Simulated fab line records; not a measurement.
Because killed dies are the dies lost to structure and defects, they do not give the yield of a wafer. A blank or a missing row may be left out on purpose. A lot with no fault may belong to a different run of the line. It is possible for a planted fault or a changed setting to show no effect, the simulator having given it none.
fab line records	flow nandHarc
[record] lots = 24	wafers = 72	lastDay = 25
route steps=1159 shown A_STAIRCASE@740 A_WL_FILL@824 A_CONTACT@862
lots untouched by any fault: they come from a run of this same line in which no faults occurred
startH: the number of hours between the record's first day and the start of the first shown wafer of the lot	waitH: how many hours have passed since the lot's step before this one	" as in the row above	L1.1+2: a row that stands for several wafers	- no value, or no start given	* or withheld: withheld	< > ~ a bound
route shown NAME@n: names a module that has steps shown in the file, with the first one's number in the route	usual: the fault-free wafers' mean and standard deviation	same: alike in all rows	chamber/n: place in a boat	sites: readings site by site	_std_site: how widely they spread, as a standard deviation	_edge_site: mean of outer sites minus mean of inner sites	radiusMm: how far each site lies from the wafer's centre	mask NAME#n: copy n	behind: tool/chamber where the wafer was last shaped	hold: why the lot went on hold/how many hours it stayed there/how the hold came to an end	device: whichever transistor did not switch (one of n, p or np)	end of line: the route-end tests of the same wafers	step lacking rows: just its recipe	killed: not the wafer's yield, but the dies lost to structure and defects at the first sort	map: per-die view of a wafer (x killed, . not killed, _ where there is no die)
set.NAME: the setting the step ran with; set.NAME@STEP: the setting that earlier step ran with	model.NAME: the simulator's own value behind a step, which no gauge read
route steps across a sampled set of lots; one table per step, one row per wafer
services: the hour from which a tool's chamber was out of use, counted from the record's first day as startH (under 0 if before that day), plus the number of hours and why
[[steps]]
[step NHARC_A_STAIRCASE_ETCHBACK_157]
[recipe] targetDepthA = 900	overEtchFrac = 0.3	timeS = 167.14	ionEnergyEv = 120	ch3fFlowSccm = 50	o2FlowSccm = 30	arFlowSccm = 200	rfW = 500	biasW = 100	chemistry = CH3F/O2
[usual] drypumpMotorCurrentA = 5.73/0.22	oesProductAu = 0.973/0.029	rfVppV = 243.8/1.9	showerheadPlenumPTorr = 2.42/0.12	throttleValvePct = 20.662/0.0094
lot.wafer	tool	chamber	startH	waitH	drypumpMotorCurrentA	oesProductAu	rfHoursCounterH	rfVppV	showerheadPlenumPTorr	throttleValvePct
L074.3	rieDiel-05	0	308.75	0.2	5.73	0.997	55	242.1	2.31	20.655
L074.4	"	1	"	"	5.73	0.986	58	242.8	2.33	20.652
L074.5	"	0	"	"	5.73	1.001	-	242.0	2.31	20.662
L075.2	rieDiel-05	1	309.06	0.2	5.75	0.977	58	241.3	2.33	20.669
L075.4	"	0	"	"	5.72	0.967	55	242.8	2.31	20.661
L075.5	"	1	"	"	5.71	0.974	-	242.7	2.33	20.659
L076.2	rieDiel-04	0	309.14	0.3	5.72	0.982	5	246.3	2.52	20.659
L076.3	"	1	"	"	5.48	0.980	4	242.8	2.42	20.675
L076.6	"	1	"	"	5.46	0.993	-	244.4	2.42	20.659
L079.1	rieDiel-04	1	323.21	0.2	5.51	0.981	9	244.5	2.42	20.660
L079.4	"	3	"	"	5.96	0.959	-	243.9	2.53	20.665
L079.5	"	0	"	"	5.70	0.972	-	245.3	2.52	20.647
L077.4	rieDiel-05	2	323.82	0.2	5.36	0.928	57	243.5	2.43	20.671
L077.1	"	0	"	"	5.72	0.927	61	242.7	2.31	20.663
L077.5	"	2	"	"	5.35	0.931	-	244.6	2.43	20.649
L078.3	rieDiel-06	3	330.60	0.2	5.74	1.002	31	245.5	2.53	20.658
L078.4	"	0	"	"	5.60	0.985	30	242.7	2.29	20.674
L078.1	"	1	"	"	6.27	1.009	32	243.2	2.32	20.679
L080.2	rieDiel-04	3	339.21	0.2	5.97	0.988	17	246.2	2.53	20.676
L080.6	"	2	"	"	5.60	1.007	-	247.1	2.63	20.665
L080.5	"	3	"	"	5.95	0.987	-	245.5	2.53	20.663
L081.2	rieDiel-06	2	348.47	0.2	5.69	0.971	38	242.2	2.31	20.669
L081.4	"	0	"	"	5.60	0.992	36	244.1	2.29	20.643
L081.6	"	1	"	"	6.22	0.991	-	241.2	2.31	20.654
L084.3	rieDiel-06	1	358.41	0.2	6.27	0.921	42	244.3	2.31	20.657
L084.1	"	3	"	"	5.76	0.926	41	245.4	2.53	20.671
L084.4	"	0	"	"	5.58	0.929	41	241.5	2.29	20.661
L082.1	rieDiel-04	3	358.45	0.2	5.98	0.952	27	246.5	2.53	20.663
L082.2	"	2	"	"	5.63	1.001	16	246.2	2.63	20.680
L082.6	"	3	"	"	6.00	0.951	-	244.5	2.53	20.664
L083.4	rieDiel-05	1	358.72	0.1	5.72	1.003	5	242.8	2.33	20.665
L083.3	"	3	"	"	5.80	1.013	5	247.5	2.63	20.671
L083.5	"	1	"	"	5.72	0.996	-	242.3	2.33	20.667
L087.4	rieDiel-05	2	380.24	0.1	5.34	0.981	9	244.5	2.43	20.644
L087.2	"	0	"	"	5.71	0.998	12	242.5	2.30	20.656
L087.5	"	3	"	"	5.80	1.007	-	246.7	2.63	20.654
L086.2	rieDiel-05	1	380.44	0.2	5.74	0.996	11	242.2	2.32	20.667
L086.3	"	2	"	"	5.32	0.979	9	243.4	2.43	20.665
L086.5	"	1	"	"	5.73	0.997	-	243.3	2.32	20.657
L088.1	rieDiel-05	0	380.79	0.2	5.70	1.022	12	242.2	2.30	20.666
L088.3	"	3	"	"	5.79	1.014	9	245.0	2.63	20.655
L088.6	"	0	"	"	5.69	1.008	-	241.3	2.30	20.673
L085.3	rieDiel-06	0	390.51	0.2	5.61	0.989	51	243.5	2.28	20.677
L085.1	"	1	"	"	6.21	1.008	53	241.3	2.31	20.677
L085.2	"	2	"	"	5.69	0.985	56	241.6	2.31	20.647
L089.3	rieDiel-06	2	390.96	0.2	5.69	0.922	56	242.9	2.31	20.675
L089.6	"	3	"	"	5.76	0.930	-	246.2	2.52	20.649
L089.5	"	0	"	"	5.59	0.927	-	242.7	2.28	20.672
L090.4	rieDiel-06	0	402.87	0.2	5.62	0.924	55	241.4	2.28	20.661
L090.1	"	2	"	"	5.72	0.923	60	241.9	2.30	20.657
L090.5	"	3	"	"	5.77	0.936	-	246.2	2.52	20.661
L091.4	rieDiel-06	0	402.97	0.2	5.56	0.956	56	242.9	2.28	20.641
L091.3	"	1	"	"	6.19	0.956	58	242.7	2.30	20.669
L091.5	"	1	"	"	6.19	0.956	-	242.9	2.31	20.659
L093.1	rieDiel-06	1	418.67	0.2	6.21	0.965	62	241.3	2.30	20.666
L093.3	"	2	"	"	5.72	0.943	64	242.3	2.30	20.660
L093.5	"	3	"	"	5.78	0.959	-	245.7	2.52	20.648
L092.3	rieDiel-06	0	418.91	0.1	5.59	0.995	61	241.5	2.28	20.673
L092.6	"	0	"	"	5.58	1.001	-	241.2	2.28	20.654
L092.5	"	1	"	"	6.19	0.994	-	242.1	2.30	20.668
L094.1	rieDiel-05	0	426.20	0.2	5.70	0.935	28	243.4	2.29	20.658
L094.3	"	1	"	"	5.73	0.929	29	241.0	2.32	20.653
L094.6	"	3	"	"	5.81	0.957	-	245.9	2.62	20.656
L097.1	rieDiel-06	3	444.89	0.1	5.77	0.999	7	245.8	2.52	20.651
L097.2	"	0	"	"	5.62	1.013	6	247.2	2.66	20.662
L097.6	"	0	"	"	5.60	1.008	-	247.1	2.66	20.672
L095.1	rieDiel-04	0	454.96	0.1	5.70	0.944	59	245.6	2.50	20.663
L095.3	"	1	"	"	5.52	0.954	60	243.2	2.40	20.653
L095.5	"	0	"	"	5.69	0.941	-	245.4	2.50	20.657
L096.4	rieDiel-05	3	455.51	0.2	5.80	1.003	38	247.3	2.62	20.686
L096.2	"	1	"	"	5.73	1.003	43	241.6	2.31	20.653
L096.5	"	3	"	"	5.81	0.999	-	247.4	2.62	20.665
[step NHARC_A_WL_FILL_STRIP_29]
[recipe] timeS = 20	o2FlowSccm = 500	arFlowSccm = 0	biasW = 0	chemistry = O2
[usual] drypumpMotorCurrentA = 6.0/0.32	oesProductAu = 0.998/0.012	rfVppV = 57.7/0.89	showerheadPlenumPTorr = 3.54/0.14	throttleValvePct = 17.035/0.009
lot.wafer	tool	chamber	startH	waitH	drypumpMotorCurrentA	oesProductAu	rfHoursCounterH	rfVppV	showerheadPlenumPTorr	throttleValvePct
L074.3	rieDiel-10	1	349.64	0.1	5.8	0.999	4.0	58.8	3.80	17.026
L074.4	"	0	"	"	6.1	0.996	3.8	58.0	3.55	17.031
L074.5	"	1	"	"	5.8	1.005	-	57.9	3.80	17.042
L075.4	rieDiel-09	1	349.68	0.1	5.5	0.982	4.2	58.1	3.46	17.042
L075.2	"	3	"	"	6.4	1.005	3.1	57.4	3.50	17.036
L075.5	"	1	"	"	5.5	0.979	-	58.2	3.46	17.035
L076.2	rieDiel-09	1	353.03	0.1	5.5	0.976	4.2	57.4	3.46	17.041
L076.3	"	3	"	"	6.3	1.006	3.1	57.3	3.50	17.030
L076.6	"	1	"	"	5.5	0.982	-	57.4	3.46	17.039
L077.4	rieDiel-02	0	364.89	0.1	5.7	0.999	2.3	58.5	3.60	17.037
L077.1	"	1	"	"	6.3	0.991	1.9	57.4	3.29	17.039
L077.5	"	0	"	"	5.7	0.992	-	57.7	3.60	17.038
L079.4	rieDiel-02	0	368.01	0.1	5.7	0.989	2.3	57.9	3.60	17.028
L079.1	"	2	"	"	5.5	1.015	1.8	59.0	3.74	17.052
L079.5	"	1	"	"	6.3	1.005	-	56.3	3.29	17.059
L078.1	rieDiel-09	3	370.39	0.1	6.3	1.020	4.1	56.8	3.50	17.033
L078.3	"	0	"	"	6.3	0.995	3.6	59.3	3.70	17.037
L078.4	"	1	"	"	5.5	0.977	5.2	56.3	3.46	17.042
L080.2	rieDiel-10	1	379.08	0.1	5.8	0.999	0.2	58.4	3.80	17.038
L080.6	"	1	"	"	5.8	1.007	-	59.9	3.80	17.049
L080.5	"	2	"	"	6.0	0.970	-	58.2	3.36	17.023
L081.4	rieDiel-09	3	387.87	0.1	6.3	1.002	4.7	58.8	3.50	17.025
L081.2	"	0	"	"	6.3	0.993	4.0	57.8	3.70	17.024
L081.6	"	3	"	"	6.3	1.008	-	57.2	3.50	17.028
L082.2	rieDiel-09	1	403.58	0.1	5.5	0.979	6.0	57.9	3.46	17.042
L082.1	"	2	"	"	5.5	0.983	6.2	57.7	3.42	17.045
L082.6	"	2	"	"	5.5	1.003	-	56.4	3.42	17.028
L084.3	rieDiel-02	2	403.64	0.1	5.5	1.001	6.1	58.6	3.74	17.015
L084.4	"	3	"	"	5.8	0.989	5.5	58.7	3.70	17.025
L084.1	"	1	"	"	6.2	0.982	6.0	55.7	3.29	17.025
L083.3	rieDiel-10	3	403.65	0.1	6.2	1.016	1.0	58.9	3.53	17.038
L083.4	"	0	"	"	6.1	1.005	0.9	58.8	3.55	17.006
L083.5	"	3	"	"	6.2	1.005	-	58.3	3.53	17.040
L087.2	rieDiel-10	2	418.91	0.1	6.0	0.991	1.3	57.8	3.36	17.041
L087.4	"	0	"	"	6.1	1.010	1.2	57.4	3.55	17.028
L087.5	"	2	"	"	6.0	1.000	-	57.3	3.36	17.031
L088.3	rieDiel-09	0	418.92	0.1	6.4	0.993	5.2	59.6	3.70	17.036
L088.1	"	1	"	"	5.5	0.977	6.8	56.9	3.46	17.053
L088.6	"	3	"	"	6.3	1.013	-	57.6	3.50	17.022
L086.2	rieDiel-09	3	422.01	0.1	6.3	1.004	5.3	57.9	3.50	17.030
L086.3	"	0	"	"	6.3	1.000	5.2	56.8	3.70	17.024
L086.5	"	3	"	"	6.3	1.007	-	58.2	3.50	17.032
L089.3	rieDiel-02	1	433.31	0.1	6.3	0.997	7.8	56.3	3.29	17.036
L089.5	"	0	"	"	5.7	1.002	-	59.5	3.59	17.045
L089.6	"	1	"	"	6.2	0.977	-	56.2	3.29	17.045
L085.1	rieDiel-10	3	433.46	0.1	6.2	1.007	1.6	57.9	3.53	17.042
L085.2	"	0	"	"	6.1	1.000	1.5	58.0	3.55	17.042
L085.3	"	1	"	"	5.8	0.990	1.4	57.6	3.80	17.029
L091.3	rieDiel-09	3	443.82	0.1	6.3	1.014	0.1	57.7	3.50	17.034
L091.4	"	0	"	"	6.4	1.007	0.1	57.6	3.70	17.034
L091.5	"	0	"	"	6.4	0.996	-	57.5	3.70	17.049
L090.1	rieDiel-10	3	443.89	0.1	6.2	1.013	1.7	56.2	3.53	17.023
L090.4	"	2	"	"	6.0	0.987	1.7	56.5	3.36	17.037
L090.5	"	0	"	"	6.1	0.997	-	57.8	3.55	17.044
L093.1	rieDiel-09	0	457.87	0.1	6.3	1.001	0.4	56.5	3.70	17.030
L093.3	"	3	"	"	6.3	1.007	0.4	55.8	3.50	17.020
L093.5	"	1	"	"	5.5	0.970	-	57.5	3.46	17.048
L092.3	rieDiel-02	2	457.98	0.3	5.5	1.002	10.4	58.7	3.74	17.036
L092.5	"	3	"	"	5.8	1.019	-	58.6	3.70	17.022
L092.6	"	0	"	"	5.7	1.021	-	58.0	3.59	17.047
L094.3	rieDiel-09	0	470.43	0.1	6.4	1.002	1.3	58.4	3.70	17.048
L094.1	"	2	"	"	5.5	0.991	1.4	56.8	3.42	17.037
L094.6	"	3	"	"	6.3	1.017	-	57.1	3.50	17.021
L097.2	rieDiel-10	3	485.22	0.1	6.2	1.001	2.7	56.7	3.53	17.043
L097.1	"	1	"	"	5.8	0.979	2.5	57.9	3.79	17.036
L097.6	"	2	"	"	6.0	0.972	-	58.9	3.36	17.050
L095.1	rieDiel-10	2	499.85	0.1	6.1	0.989	2.9	56.5	3.36	17.021
L095.3	"	3	"	"	6.2	1.012	2.9	57.3	3.53	17.042
L095.5	"	0	"	"	6.1	1.000	-	57.9	3.55	17.031
L096.4	rieDiel-10	3	502.94	0.1	6.2	1.007	3.0	57.2	3.53	17.017
L096.2	"	0	"	"	6.1	0.992	3.0	57.6	3.55	17.028
L096.5	"	0	"	"	6.1	0.996	-	57.3	3.55	17.050
[step NHARC_A_CONTACT_ETCH_111]
[recipe] sourceW = withheld	pressureMtorr = 20	biasV = withheld	timeS = 140	targetDepthA = 7000	arFlowSccm = withheld	c4f8FlowSccm = withheld	o2FlowSccm = withheld	chemistry = C4F8/O2/Ar
lot.wafer	tool	chamber	startH	waitH	rfHoursCounterH
L075.2	harCapEtch-02	0	368.22	-	7
L075.4	"	1	"	"	-
L075.5	"	1	"	"	-
L074.4	harCapEtch-03	1	368.98	-	-
L074.3	"	0	"	"	-
L074.5	"	1	"	"	-
L076.2	harCapEtch-01	1	370.92	-	57
L076.3	"	1	"	"	-
L076.6	"	0	"	"	-
L077.1	harCapEtch-03	1	381.32	-	87
L077.4	"	1	"	"	-
L077.5	"	1	"	"	-
L079.1	harCapEtch-01	1	386.72	-	60
L079.4	"	1	"	"	-
L079.5	"	0	"	"	-
L078.1	harCapEtch-03	0	391.44	-	89
L078.3	"	1	"	"	-
L078.4	"	0	"	"	-
L080.2	harCapEtch-03	0	396.83	-	90
L080.5	"	1	"	"	-
L080.6	"	0	"	"	-
L081.2	harCapEtch-03	1	407.91	-	93
L081.4	"	1	"	"	-
L081.6	"	0	"	"	-
L082.1	harCapEtch-03	1	421.62	-	94
L082.2	"	0	"	"	94
L082.6	"	1	"	"	-
L084.1	harCapEtch-01	0	424.97	-	65
L084.4	"	1	"	"	-
L084.3	"	0	"	"	-
L083.4	harCapEtch-03	1	427.62	-	-
L083.3	"	0	"	"	-
L083.5	"	1	"	"	-
L088.1	harCapEtch-02	1	435.50	-	17
L088.3	"	1	"	"	-
L088.6	"	1	"	"	-
L087.2	harCapEtch-01	1	435.70	-	68
L087.4	"	1	"	"	-
L087.5	"	0	"	"	-
L086.2	harCapEtch-01	0	440.55	-	69
L086.3	"	1	"	"	-
L086.5	"	0	"	"	-
L089.3	harCapEtch-02	1	449.83	-	-
L089.6	"	1	"	"	-
L089.5	"	0	"	"	-
L085.2	harCapEtch-03	0	450.04	-	101
L085.1	"	1	"	"	101
L085.3	"	1	"	"	-
L091.3	harCapEtch-02	0	460.19	-	-
L091.4	"	1	"	"	-
L091.5	"	0	"	"	-
L090.1	harCapEtch-01	1	461.98	-	75
L090.4	"	0	"	"	-
L090.5	"	0	"	"	-
L093.1	harCapEtch-01	0	474.42	-	77
L093.3	"	1	"	"	-
L093.5	"	1	"	"	-
L092.3	harCapEtch-03	1	475.34	-	-
L092.5	"	0	"	"	-
L092.6	"	1	"	"	-
L094.1	harCapEtch-02	0	489.23	-	26
L094.3	"	0	"	"	-
L094.6	"	1	"	"	-
L097.2	harCapEtch-03	0	503.95	-	109
L097.1	"	1	"	"	109
L097.6	"	0	"	"	-
L095.1	harCapEtch-02	1	518.78	-	30
L095.3	"	0	"	"	-
L095.5	"	0	"	"	-
L096.2	harCapEtch-02	0	522.93	-	31
L096.4	"	1	"	"	-
L096.5	"	0	"	"	-
[step NHARC_A_CONTACT_ETCH_96]
[recipe] targetDepthA = 200	overEtchFrac = 0.5	timeS = 10	ionEnergyEv = 250	c4f6FlowSccm = 25	o2FlowSccm = 20	arFlowSccm = 500	rfW = 600	biasW = 500	chemistry = C4F6/O2
[usual] drypumpMotorCurrentA = 5.9/0.46	oesProductAu = 0.971/0.027	rfVppV = 546/3.4	showerheadPlenumPTorr = 3.87/0.16	throttleValvePct = 26.903/0.0088
lot.wafer	tool	chamber	startH	waitH	drypumpMotorCurrentA	oesProductAu	rfHoursCounterH	rfVppV	showerheadPlenumPTorr	throttleValvePct
L075.4	rieDiel-08	0	-	-	6.3	0.948	10	545	3.80	26.904
L075.2	"	3	"	"	6.2	0.952	7	543	3.75	26.906
L075.5	"	0	"	"	6.3	0.946	-	544	3.80	26.916
L074.3	rieDiel-08	1	-	-	6.1	0.986	14	547	3.84	26.886
L074.4	"	2	"	"	4.9	1.000	13	550	4.13	26.919
L074.5	"	1	"	"	6.1	0.989	-	545	3.83	26.908
L076.3	rieDiel-08	1	-	-	6.1	0.933	14	544	3.84	26.900
L076.2	"	2	"	"	4.9	0.951	13	550	4.13	26.900
L076.6	"	3	"	"	6.2	0.956	-	542	3.75	26.920
L077.4	rieDiel-08	1	-	-	6.2	0.931	16	545	3.83	26.904
L077.1	"	2	"	"	4.9	0.945	15	550	4.13	26.896
L077.5	"	0	"	"	6.3	0.954	-	545	3.80	26.911
L079.1	rieDiel-06	1	-	-	6.2	0.958	53	542	3.70	26.898
L079.4	"	3	"	"	5.8	0.963	53	547	4.02	26.888
L079.5	"	1	"	"	6.2	0.953	-	544	3.70	26.907
L078.1	rieDiel-08	0	-	-	6.3	0.958	15	544	3.79	26.894
L078.3	"	2	"	"	4.9	0.951	16	552	4.13	26.894
L078.4	"	3	"	"	6.2	0.983	12	543	3.75	26.901
L080.2	rieDiel-08	0	-	-	6.3	1.011	15	544	3.79	26.906
L080.6	"	0	"	"	6.3	1.009	-	546	3.79	26.905
L080.5	"	1	"	"	6.2	0.992	-	546	3.83	26.909
L081.4	rieDiel-06	0	-	-	5.6	0.942	57	540	3.65	26.888
L081.2	"	1	"	"	6.2	0.934	60	544	3.69	26.904
L081.6	"	0	"	"	5.6	0.938	-	542	3.65	26.892
L082.1	rieDiel-04	0	423.60	0.1	5.7	0.968	46	549	4.00	26.908
L082.2	"	1	"	"	5.5	0.967	44	545	3.85	26.908
L082.6	"	0	"	"	5.7	0.965	-	548	4.00	26.898
L084.1	rieDiel-08	2	-	-	4.9	0.938	22	550	4.13	26.900
L084.3	"	3	"	"	6.2	0.967	17	543	3.75	26.897
L084.4	"	1	"	"	6.1	0.914	24	546	3.83	26.924
L083.4	rieDiel-06	3	-	-	5.8	1.000	0	550	4.02	26.911
L083.3	"	0	"	"	5.6	1.007	0	554	4.23	26.913
L083.5	"	2	"	"	5.7	0.998	-	541	3.69	26.898
L088.3	rieDiel-08	0	-	-	6.3	0.956	21	544	3.79	26.904
L088.1	"	1	"	"	6.2	0.934	25	545	3.83	26.908
L088.6	"	0	"	"	6.3	0.955	-	544	3.79	26.904
L087.2	rieDiel-08	2	-	-	4.9	1.003	23	549	4.13	26.912
L087.4	"	3	"	"	6.2	1.022	18	543	3.75	26.926
L087.5	"	1	"	"	6.2	0.986	-	546	3.83	26.899
L086.3	rieDiel-08	3	-	-	6.2	1.006	19	543	3.75	26.906
L086.2	"	2	"	"	4.9	0.990	24	551	4.13	26.900
L086.5	"	0	"	"	6.3	1.008	-	544	3.79	26.914
L089.3	rieDiel-08	0	-	-	6.3	0.959	24	545	3.79	26.899
L089.5	"	2	"	"	4.9	0.959	-	552	4.13	26.904
L089.6	"	3	"	"	6.2	0.950	-	543	3.75	26.894
L085.3	rieDiel-08	1	-	-	6.2	0.990	29	545	3.83	26.902
L085.1	"	2	"	"	4.9	1.005	26	552	4.13	26.900
L085.2	"	3	"	"	6.2	1.009	21	542	3.75	26.887
L091.4	rieDiel-06	2	-	-	5.7	0.983	16	543	3.68	26.902
L091.3	"	0	"	"	5.6	0.994	14	553	4.22	26.908
L091.5	"	1	"	"	6.2	0.990	-	541	3.68	26.908
L090.4	rieDiel-08	2	-	-	4.9	0.951	29	549	4.12	26.912
L090.1	"	3	"	"	6.2	0.977	23	544	3.75	26.902
L090.5	"	0	"	"	6.3	0.976	-	544	3.79	26.894
L093.1	rieDiel-08	2	-	-	4.9	0.998	31	551	4.12	26.895
L093.3	"	3	"	"	6.2	1.014	25	543	3.74	26.900
L093.5	"	1	"	"	6.1	0.984	-	544	3.82	26.920
L092.3	rieDiel-08	3	-	-	6.2	0.949	26	543	3.74	26.901
L092.6	"	0	"	"	6.3	0.957	-	545	3.78	26.900
L092.5	"	1	"	"	6.1	0.928	-	545	3.82	26.904
L094.3	rieDiel-04	2	-	-	5.6	0.996	3	554	4.15	26.900
L094.1	"	3	"	"	6.0	0.997	3	549	4.01	26.904
L094.6	"	1	"	"	5.4	1.001	-	543	3.84	26.907
L097.1	rieDiel-04	2	-	-	5.6	1.004	9	551	4.15	26.909
L097.2	"	3	"	"	6.0	1.011	10	549	4.00	26.889
L097.6	"	1	"	"	5.5	1.010	-	543	3.83	26.907
L095.3	rieDiel-08	0	-	-	6.3	0.974	6	545	3.78	26.903
L095.1	"	1	"	"	6.1	0.964	4	545	3.82	26.899
L095.5	"	3	"	"	6.2	0.959	-	544	3.74	26.890
L096.4	rieDiel-04	0	-	-	5.7	0.949	17	548	3.98	26.888
L096.2	"	1	"	"	5.5	0.943	15	543	3.83	26.891
L096.5	"	3	"	"	6.0	0.954	-	549	4.00	26.893
[step NHARC_A_CONTACT_CD_MEAS_69]
[recipe] targetCdNm = 200	landingEnergyEv = 500
[usual] cdNm = 200.3/0.59
lot.wafer	tool	chamber	startH	waitH	cdNm
L074.3	cdSem-03	0	375.88	-	202.1
L074.4	"	0	"	"	200.5
L074.5	"	0	"	"	201.7
L075.2	cdSem-03	0	376.20	-	201.1
L075.4	"	0	"	"	200.7
L075.5	"	0	"	"	200.8
L076.2	cdSem-01	0	377.52	-	200.3
L076.3	"	0	"	"	199.9
L076.6	"	0	"	"	200.6
L077.1	cdSem-01	0	387.09	-	199.8
L077.4	"	0	"	"	199.8
L077.5	"	0	"	"	199.7
L079.1	cdSem-02	0	393.73	-	200.5
L079.4	"	0	"	"	200.0
L079.5	"	0	"	"	200.7
L078.1	cdSem-01	0	397.28	-	200.8
L078.3	"	0	"	"	200.4
L078.4	"	0	"	"	201.0
L080.2	cdSem-02	0	403.58	-	199.9
L080.5	"	0	"	"	199.5
L080.6	"	0	"	"	200.3
L081.2	cdSem-03	0	414.09	-	200.0
L081.4	"	0	"	"	200.4
L081.6	"	0	"	"	200.7
L082.1	cdSem-01	0	427.51	-	200.3
L082.2	"	0	"	"	200.7
L082.6	"	0	"	"	199.6
L084.1	cdSem-01	0	431.56	-	200.3
L084.3	"	0	"	"	199.2
L084.4	"	0	"	"	199.4
L083.3	cdSem-03	0	433.01	-	202.1
L083.4	"	0	"	"	200.8
L083.5	"	0	"	"	201.2
L088.1	cdSem-03	0	441.31	-	200.1
L088.3	"	0	"	"	199.8
L088.6	"	0	"	"	199.8
L087.2	cdSem-01	0	441.47	-	200.4
L087.4	"	0	"	"	199.8
L087.5	"	0	"	"	200.0
L086.2	cdSem-01	0	446.01	-	199.7
L086.3	"	0	"	"	199.3
L086.5	"	0	"	"	200.3
L089.3	cdSem-01	0	455.73	-	201.7
L089.5	"	0	"	"	201.0
L089.6	"	0	"	"	201.1
L085.1	cdSem-01	0	455.95	-	200.2
L085.2	"	0	"	"	200.8
L085.3	"	0	"	"	200.1
L091.3	cdSem-03	0	465.66	-	200.5
L091.4	"	0	"	"	200.5
L091.5	"	0	"	"	199.4
L090.1	cdSem-02	0	469.14	-	200.0
L090.4	"	0	"	"	199.6
L090.5	"	0	"	"	199.6
L093.1	cdSem-02	0	483.74	-	200.4
L093.3	"	0	"	"	200.5
L093.5	"	0	"	"	200.8
L092.3	cdSem-02	0	483.91	-	200.7
L092.5	"	0	"	"	201.3
L092.6	"	0	"	"	200.7
L094.1	cdSem-01	0	494.75	-	200.2
L094.3	"	0	"	"	200.0
L094.6	"	0	"	"	200.3
L097.1	cdSem-03	0	510.64	-	200.2
L097.2	"	0	"	"	200.7
L097.6	"	0	"	"	200.1
L095.1	cdSem-02	0	526.21	-	199.1
L095.3	"	0	"	"	200.5
L095.5	"	0	"	"	200.5
L096.2	cdSem-02	0	531.81	-	200.4
L096.4	"	0	"	"	200.1
L096.5	"	0	"	"	200.0
[step NHARC_A_CONTACT_ETCH_138]
[recipe] sourceW = withheld	pressureMtorr = 20	biasV = 3000	timeS = 132	targetDepthA = 12890	arFlowSccm = withheld	c4f8FlowSccm = withheld	o2FlowSccm = withheld	chemistry = C4F8/O2/Ar
lot.wafer	tool	chamber	startH	waitH	rfHoursCounterH
L074.3	harCapEtch-01	1	384.18	0.1	-
L074.4	"	0	"	"	-
L074.5	"	0	"	"	-
L076.2	harCapEtch-02	0	385.62	0.1	11
L076.3	"	0	"	"	-
L076.6	"	0	"	"	-
L075.2	harCapEtch-03	0	386.98	0.1	89
L075.4	"	1	"	"	-
L075.5	"	0	"	"	-
L077.1	harCapEtch-01	1	395.39	0.1	62
L077.4	"	0	"	"	-
L077.5	"	1	"	"	-
L079.1	harCapEtch-02	1	401.80	0.1	14
L079.4	"	1	"	"	-
L079.5	"	0	"	"	-
L078.1	harCapEtch-01	0	407.21	0.1	64
L078.4	"	1	"	"	-
L078.3	"	0	"	"	-
L080.2	harCapEtch-02	1	412.05	0.1	15
L080.6	"	0	"	"	-
L080.5	"	1	"	"	-
L081.2	harCapEtch-02	0	423.66	0.1	16
L081.4	"	0	"	"	-
L081.6	"	0	"	"	-
L082.2	harCapEtch-03	0	438.00	0.1	98
L082.1	"	1	"	"	98
L082.6	"	1	"	"	-
L084.1	harCapEtch-02	0	440.11	0.1	19
L084.3	"	1	"	"	-
L084.4	"	0	"	"	-
L083.4	harCapEtch-03	0	441.60	0.1	-
L083.3	"	1	"	"	-
L083.5	"	0	"	"	-
L088.1	harCapEtch-01	1	450.88	0.1	72
L088.3	"	0	"	"	-
L088.6	"	0	"	"	-
L087.2	harCapEtch-01	1	451.81	0.1	73
L087.4	"	0	"	"	-
L087.5	"	1	"	"	-
L086.2	harCapEtch-02	1	455.82	0.1	22
L086.3	"	0	"	"	-
L086.5	"	0	"	"	-
L089.3	harCapEtch-03	0	465.52	0.1	-
L089.5	"	1	"	"	-
L089.6	"	0	"	"	-
L085.1	harCapEtch-02	1	466.30	0.1	24
L085.2	"	0	"	"	24
L085.3	"	0	"	"	-
L091.4	harCapEtch-02	1	474.14	0.1	-
L091.3	"	0	"	"	-
L091.5	"	0	"	"	-
L090.1	harCapEtch-02	0	478.23	0.1	26
L090.4	"	1	"	"	-
L090.5	"	0	"	"	-
L093.1	harCapEtch-01	0	494.85	0.1	80
L093.3	"	0	"	"	-
L093.5	"	1	"	"	-
L092.3	harCapEtch-03	1	495.47	0.1	-
L092.5	"	1	"	"	-
L092.6	"	0	"	"	-
L094.1	harCapEtch-01	1	502.98	0.1	81
L094.3	"	0	"	"	-
L094.6	"	0	"	"	-
L097.2	harCapEtch-01	1	520.10	0.1	83
L097.1	"	0	"	"	83
L097.6	"	0	"	"	-
L095.1	harCapEtch-02	1	536.90	0.1	35
L095.3	"	0	"	"	-
L095.5	"	1	"	"	-
L096.2	harCapEtch-01	1	541.54	0.1	88
L096.4	"	0	"	"	-
L096.5	"	0	"	"	-
[[services]]
tool	chamber	startH	hours	kind
rieDiel-09	0	288.13	14.4	repair
harCapEtch-01	-	292.64	0.3	repair
rieDiel-06	0	298.58	3.3	repair
rieDiel-08	-	301.86	9.0	pm
rieDiel-09	3	301.91	18.4	repair
harCapEtch-02	-	305.00	17.0	pm
rieDiel-09	-	329.72	0.4	repair
rieDiel-08	3	337.79	26.4	repair
rieDiel-09	0	342.52	5.1	repair
rieDiel-08	0	346.69	9.6	repair
rieDiel-09	0	372.51	3.0	repair
rieDiel-08	2	384.74	5.2	repair
rieDiel-09	-	390.25	0.7	repair
rieDiel-09	3	404.75	5.5	repair
harCapEtch-02	-	407.79	0.4	repair
rieDiel-06	-	419.80	9.0	pm
rieDiel-09	-	431.10	9.0	pm
rieDiel-06	1	467.15	1.4	repair
rieDiel-09	1	472.46	2.5	repair
rieDiel-08	-	478.86	9.0	pm
rieDiel-06	1	498.91	4.0	repair
rieDiel-08	-	504.61	0.9	repair
rieDiel-08	1	510.47	3.5	repair
rieDiel-08	1	539.98	9.6	repair
[[key]]
fault none
